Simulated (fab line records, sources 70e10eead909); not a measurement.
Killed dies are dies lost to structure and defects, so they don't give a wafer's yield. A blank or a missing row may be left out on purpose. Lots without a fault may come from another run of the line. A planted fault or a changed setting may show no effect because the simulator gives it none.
One fault seen from 2 desks | flow nand_harc | each desk has only its own numbers; what lay behind them comes last

THE METROLOGY DESK
What the gauges read, lot by lot, whatever tool the lot ran on: means of the sampled wafers that have a number. A lot is out of limits, marked OUT, if its mean lies more than 4 standard deviations from the usual mean; the brackets give that distance.
Columns: A = cd_nm at NHARC_A_BONDPAD_CD_MEAS_09, usual 500.1 nm
lot  | first seen here | A
L932 | day 22 16:48    | 500.4
L933 | day 23 20:55    | 498.9
L935 | day 23 22:05    | 502.8
L936 | day 24 17:44    | 501.3
L938 | day 25 23:00    | 502.2
L940 | day 26 09:08    | 500.9
L942 | day 27 00:31    | 500.4
L946 | day 29 10:13    | 499.1
L948 | day 29 16:16    | 501.8
L952 | day 31 18:31    | 498.7
L953 | day 32 01:54    | 501.8
L954 | day 32 22:16    | 503.2
L955 | day 33 01:11    | 501.6
This desk's finding: nothing out of limits on any of the 13 lots.

THE TOOL OWNER'S DESK: pecvd-02
The tool's own readings at NHARC_A_BONDPAD_DEP_00 (deposits SiCN, target thk 250 nm): means of the sampled wafers that have a number, for each lot that ran on this tool. A lot is out of limits, marked OUT, if its mean lies more than 4 standard deviations from the usual mean; the brackets give that distance.
Columns: A = heater_power_w at NHARC_A_BONDPAD_DEP_00, usual 580 W; B = rf_fwd_power_W at NHARC_A_BONDPAD_DEP_00, usual 449.0 W; C = showerhead_vpp_V at NHARC_A_BONDPAD_DEP_00, usual 1314 V
lot  | first seen here | A   | B               | C
L932 | day 22 15:35    | 548 | 448.9           | 1293
L935 | day 23 20:44    | 593 | 448.8           | 1323
L940 | day 26 08:02    | 589 | 449.0           | 1304
L942 | day 26 23:24    | 611 | 450.4           | 1298
L946 | day 29 08:59    | 567 | 388.2 (-47) OUT | 1198
L948 | day 29 15:08    | 588 | 328.5 (-93) OUT | 1083
L954 | day 32 21:10    | 607 | 447.9           | 1304
This desk's finding: out of limits on L946, L948; first on L946, day 29 08:59 (rf_fwd_power_W at NHARC_A_BONDPAD_DEP_00). In limits: L932, L935, L940, L942, L954.

PUT TOGETHER
The tool owner's desk could have raised an alarm at day 29 08:59, on L946, L948.
The metrology desk saw nothing out of limits.
The metrology desk has L946, L948 on record, within its limits.
Of the lots named, all ran NHARC_A_BONDPAD_DEP_00 on pecvd-02.

WHAT THE SIMULATOR HAD PUT IN
Process parameter drift: pecvd-02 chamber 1, from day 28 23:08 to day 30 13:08, at NHARC_A_BONDPAD_DEP_00. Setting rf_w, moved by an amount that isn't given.
Lots struck among those shown: L946, L948.
Hours from the fault's start to each desk's first reading out of limits: the tool owner's desk, 10.
